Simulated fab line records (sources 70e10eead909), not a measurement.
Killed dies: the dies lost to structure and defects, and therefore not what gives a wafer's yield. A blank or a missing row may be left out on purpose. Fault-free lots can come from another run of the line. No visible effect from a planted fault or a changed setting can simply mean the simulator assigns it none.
The tool behind it: which one? + flow nand harc + Sampling: 15 lots, 45 wafers, 4 of 1302 route steps

WHAT THE GAUGES SHOWED, per wafer
The record lacks any reading of a measuring or inspecting step that a usual standard deviation could be used to judge.

TOOL THAT RAN EACH LOT (tool first, then ch and the chambers of the sampled wafers, then the start)
| lot  | NHARC_THIN_TSV_CMP_01         | NHARC_THIN_TSV_STRIP_45              | NHARC_THIN_TSV_PVD_51                   | NHARC_THIN_TSV_ETCH_36            |
|------|-------------------------------|--------------------------------------|-----------------------------------------|-----------------------------------|
| L291 | cmp-01 ch 0,2, day 24 00:05   | plasma asher-02 ch 1, day 24 02:29   | pvd sputter-02, day 24 07:56 or earlier | rie metal-02 ch 0,1, day 24 07:56 |
| L293 | cmp-02 ch 1,3, day 24 08:38   | plasma asher-02 ch 0, day 24 10:54   | pvd sputter-03, day 24 16:12 or earlier | rie metal-02 ch 1, day 24 16:12   |
| L290 | cmp-02 ch 0,1, day 24 09:47   | plasma asher-02 ch 0,1, day 24 12:26 | pvd sputter-01, day 24 17:50 or earlier | rie metal-01 ch 0,1, day 24 17:50 |
| L296 | cmp-02 ch 0,1, day 25 22:02   | plasma asher-01 ch 0,1, day 26 00:15 | pvd sputter-03, day 26 05:40 or earlier | rie metal-03 ch 0,1, day 26 05:40 |
| L298 | cmp-01 ch 0,1,3, day 26 20:38 | plasma asher-01 ch 1, day 26 23:01   | pvd sputter-03, day 27 04:26 or earlier | rie metal-01 ch 0,1, day 27 04:26 |
| L297 | cmp-01 ch 0,3, day 26 21:50   | plasma asher-01 ch 0,1, day 27 00:11 | pvd sputter-03, day 27 05:42 or earlier | rie metal-03 ch 0,1, day 27 05:42 |
| L300 | cmp-01 ch 2,3, day 28 22:26   | plasma asher-02 ch 1, day 29 00:51   | pvd sputter-01, day 29 06:17 or earlier | rie metal-02 ch 0,1, day 29 06:17 |
| L303 | cmp-01 ch 1,2, day 29 03:36   | plasma asher-02 ch 0,1, day 29 06:01 | pvd sputter-02, day 29 11:30 or earlier | rie metal-03 ch 0,1, day 29 11:30 |
| L302 | cmp-02 ch 0,1,2, day 29 04:48 | plasma asher-02 ch 0,1, day 29 07:17 | pvd sputter-03, day 29 12:43 or earlier | rie metal-02 ch 0,1, day 29 12:43 |
| L304 | cmp-01 ch 1,2,3, day 30 18:22 | plasma asher-02 ch 0,1, day 30 20:44 | pvd sputter-01, day 30 22:41            | rie metal-02 ch 0,1, day 31 02:05 |
| L305 | cmp-04 ch 0,2, day 30 19:35   | plasma asher-02 ch 0,1, day 30 21:47 | pvd sputter-03, day 31 03:13 or earlier | rie metal-03 ch 0,1, day 31 03:13 |
| L308 | cmp-04 ch 2,3, day 31 12:41   | plasma asher-01 ch 0,1, day 31 15:07 | pvd sputter-01, day 31 20:29 or earlier | rie metal-02 ch 0,1, day 31 20:29 |
| L310 | cmp-04 ch 0,1, day 31 16:13   | plasma asher-01 ch 0,1, day 31 18:34 | pvd sputter-03, day 31 23:59 or earlier | rie metal-03 ch 0,1, day 31 23:59 |
| L312 | cmp-01 ch 0,1,2, day 32 02:36 | plasma asher-01 ch 0,1, day 32 04:58 | pvd sputter-03, day 32 10:23 or earlier | rie metal-02 ch 0,1, day 32 10:23 |
| L313 | cmp-04 ch 0,2,3, day 33 10:11 | plasma asher-01 ch 0,1, day 33 12:37 | pvd sputter-03, day 33 14:31            | rie metal-01 ch 1, day 33 18:03   |
- NHARC_THIN_TSV_CMP_01: polishes.
- NHARC_THIN_TSV_STRIP_45: strips in O2.
- NHARC_THIN_TSV_PVD_51: deposits Cu, target thk 100 nm.
- NHARC_THIN_TSV_ETCH_36: etches the open film in Cl2/BCl3, target depth 65 nm, time 18.571 s.

WHAT THE TOOLS THEMSELVES READ (means of the sampled wafers that have a number; where no wafer has one, the mark that the record gives instead)
NHARC_THIN_TSV_CMP_01. Usual: motor current A 12.4 A, standard deviation 1.3; slurry filter dp kPa 13.49 kPa, standard deviation 0.13.
| lot  | tool   | motor current A (A) | slurry filter dp kPa (kPa) | flag |
|------|--------|---------------------|----------------------------|------|
| L291 | cmp-01 | 13.3                | 13.43                      |      |
| L293 | cmp-02 | 13.0                | 13.39                      |      |
| L290 | cmp-02 | 13.3                | 13.49                      |      |
| L296 | cmp-02 | 13.3                | 13.63                      |      |
| L298 | cmp-01 | 12.3                | 13.54                      |      |
| L297 | cmp-01 | 12.5                | 13.45                      |      |
| L300 | cmp-01 | 12.8                | 13.41                      |      |
| L303 | cmp-01 | 11.9                | 13.52                      |      |
| L302 | cmp-02 | 12.6                | 13.55                      |      |
| L304 | cmp-01 | 12.0                | 13.51                      |      |
| L305 | cmp-04 | 12.9                | 13.51                      |      |
| L308 | cmp-04 | 12.8                | 13.66                      |      |
| L310 | cmp-04 | 13.1                | 13.62                      |      |
| L312 | cmp-01 | 12.5                | 13.54                      |      |
| L313 | cmp-04 | 12.4                | 13.32                      |      |

NHARC_THIN_TSV_STRIP_45. Usual: drypump motor current A 5.6 A, standard deviation 0.57; heater power w 321 W, standard deviation 29; temp c 250.02 C, standard deviation 0.19.
| lot  | tool            | drypump motor current A (A) | heater power w (W) | temp c (C) | flag |
|------|-----------------|-----------------------------|--------------------|------------|------|
| L291 | plasma asher-02 | 5.1                         | 338                | 249.91     |      |
| L293 | plasma asher-02 | 5.0                         | 304                | 249.91     |      |
| L290 | plasma asher-02 | 5.0                         | 319                | 249.95     |      |
| L296 | plasma asher-01 | 6.1                         | 345                | 250.20     |      |
| L298 | plasma asher-01 | 6.2                         | 310                | 250.06     |      |
| L297 | plasma asher-01 | 6.1                         | 351                | 250.17     |      |
| L300 | plasma asher-02 | 5.1                         | 334                | 249.94     |      |
| L303 | plasma asher-02 | 5.0                         | 315                | 249.87     |      |
| L302 | plasma asher-02 | 5.1                         | 314                | 250.10     |      |
| L304 | plasma asher-02 | 5.0                         | 319                | 249.92     |      |
| L305 | plasma asher-02 | 5.0                         | 295                | 249.98     |      |
| L308 | plasma asher-01 | 6.2                         | 309                | 250.20     |      |
| L310 | plasma asher-01 | 6.2                         | 312                | 250.16     |      |
| L312 | plasma asher-01 | 6.1                         | 332                | 250.14     |      |
| L313 | plasma asher-01 | 6.1                         | 334                | 250.07     |      |

NHARC_THIN_TSV_PVD_51. Usual: throttle valve pct 30.3 %, standard deviation 1.1.
| lot  | tool           | throttle valve pct (%) | flag |
|------|----------------|------------------------|------|
| L291 | pvd sputter-02 | 30.5                   |      |
| L293 | pvd sputter-03 | 29.3                   |      |
| L290 | pvd sputter-01 | 30.5                   |      |
| L296 | pvd sputter-03 | 30.4                   |      |
| L298 | pvd sputter-03 | 30.3                   |      |
| L297 | pvd sputter-03 | 29.8                   |      |
| L300 | pvd sputter-01 | 31.5                   |      |
| L303 | pvd sputter-02 | 30.3                   |      |
| L302 | pvd sputter-03 | 30.1                   |      |
| L304 | pvd sputter-01 | 31.5                   |      |
| L305 | pvd sputter-03 | 30.3                   |      |
| L308 | pvd sputter-01 | 31.5                   |      |
| L310 | pvd sputter-03 | 30.3                   |      |
| L312 | pvd sputter-03 | 29.5                   |      |
| L313 | pvd sputter-03 | 29.3                   |      |

NHARC_THIN_TSV_ETCH_36. Usual: chamber pressure mTorr 9.998 mTorr, standard deviation 0.0079; drypump motor current A 5.8 A, standard deviation 0.35; oes product au 0.998 a.u., standard deviation 0.0099.
| lot  | tool         | chamber pressure mTorr (mTorr) | drypump motor current A (A) | oes product au (a.u.) | flag |
|------|--------------|--------------------------------|-----------------------------|-----------------------|------|
| L291 | rie metal-02 | 10.000                         | 5.9                         | 0.999                 |      |
| L293 | rie metal-02 | 9.997                          | 6.1                         | 1.001                 |      |
| L290 | rie metal-01 | 10.000                         | 6.2                         | 0.989                 |      |
| L296 | rie metal-03 | 10.002                         | 5.8                         | 0.992                 |      |
| L298 | rie metal-01 | 9.992                          | 6.2                         | 0.995                 |      |
| L297 | rie metal-03 | 9.997                          | 5.6                         | 0.997                 |      |
| L300 | rie metal-02 | 9.989                          | 5.7                         | 1.004                 |      |
| L303 | rie metal-03 | 10.004                         | 5.8                         | 0.989                 |      |
| L302 | rie metal-02 | 9.998                          | 5.7                         | 0.998                 |      |
| L304 | rie metal-02 | 9.995                          | 5.7                         | 0.997                 |      |
| L305 | rie metal-03 | -                              | -                           | -                     | OFF  |
| L308 | rie metal-02 | -                              | -                           | -                     | OFF  |
| L310 | rie metal-03 | -                              | -                           | -                     | OFF  |
| L312 | rie metal-02 | 9.999                          | 5.8                         | 1.007                 |      |
| L313 | rie metal-01 | 10.006                         | 5.7                         | 0.985                 |      |

THE ANSWER, worked out from the rows above alone
Rule: lot off if the mean of its wafers having a number is beyond 3 standard deviations from the usual mean. A lot without any number at a reading at which 4 lots or more have one is off too. All remaining lots with rows at the step are treated as sound. Order of review: gauges by route order, followed by the tools' own readings, for which a lot's mean as printed above is used. The first step at which some lot is off is used, and at that step the reading that is off furthest; a lot without a number counts as furthest.
Off, at NHARC_THIN_TSV_ETCH_36 on chamber pressure mTorr: L305, L308, L310. Without a number there: L305, L308, L310.
If a tool, at that step or one of the process steps before it, ran each lot that is off and ran no sound lot following the first of them, it fits. NHARC_THIN_TSV_PVD_51: start missing for some lots; hours and lot order therefore follow NHARC_THIN_TSV_ETCH_36. Not one of the candidates tried fits.

WHAT HAD BEEN PUT IN BY THE SIMULATOR
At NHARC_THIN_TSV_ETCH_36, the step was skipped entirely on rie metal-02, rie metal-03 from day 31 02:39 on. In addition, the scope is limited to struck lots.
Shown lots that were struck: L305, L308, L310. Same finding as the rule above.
